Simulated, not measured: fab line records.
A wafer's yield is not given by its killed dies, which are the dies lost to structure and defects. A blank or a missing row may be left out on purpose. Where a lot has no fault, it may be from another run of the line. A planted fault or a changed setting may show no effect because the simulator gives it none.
Chamber matching    flow nand_harc    4 sister chambers for NHARC_A_CONTACT_ETCH_88 on rie_diel-05
The step etches the open film in CF4, target depth 39 nm, time 65 s. 4 wafers are shown with their chamber, then 12 later ones without.

== WAFERS, EACH WITH ITS CHAMBER ==
wafer   chamber  drypump_motor_current_A (A)
L086.4  0        5.8
L086.6  3        5.0
L091.5  2        4.7
L091.6  1        6.1

== WAFERS WITHOUT THEIR CHAMBER ==
wafer   drypump_motor_current_A (A)
L089.1  5.0
L089.2  4.8
L089.4  6.1
L090.1  4.7
L090.2  5.0
L090.6  6.1
L092.2  5.8
L092.3  4.7
L092.4  4.7
L095.1  6.1
L095.2  5.0
L095.3  5.8

== EACH ONE'S CHAMBER ==
wafer   from the rows above  in truth
L089.1  3                    3
L089.2  2                    2
L089.4  1                    1
L090.1  2                    2
L090.2  3                    3
L090.6  1                    1
L092.2  0                    0
L092.3  2                    2
L092.4  2                    2
L095.1  1                    1
L095.2  3                    3
L095.3  0                    0
Correct placement for 12 of the 12. From these rows, 0 cannot be placed. 0 placed wrongly.
How it was worked out, from the rows above alone: a wafer's distance from a chamber is the root of the sum, over the readings, of the square of ((its reading less the chamber's mean) divided by the reading's scatter). If the next closest chamber is less than 2 further off than the closest, the wafer can't be placed; otherwise it belongs to the closest. A chamber's mean is the mean of its shown wafers. The scatter: root of mean squared gap, hidden wafer to nearest shown wafer, with one shown wafer a chamber.
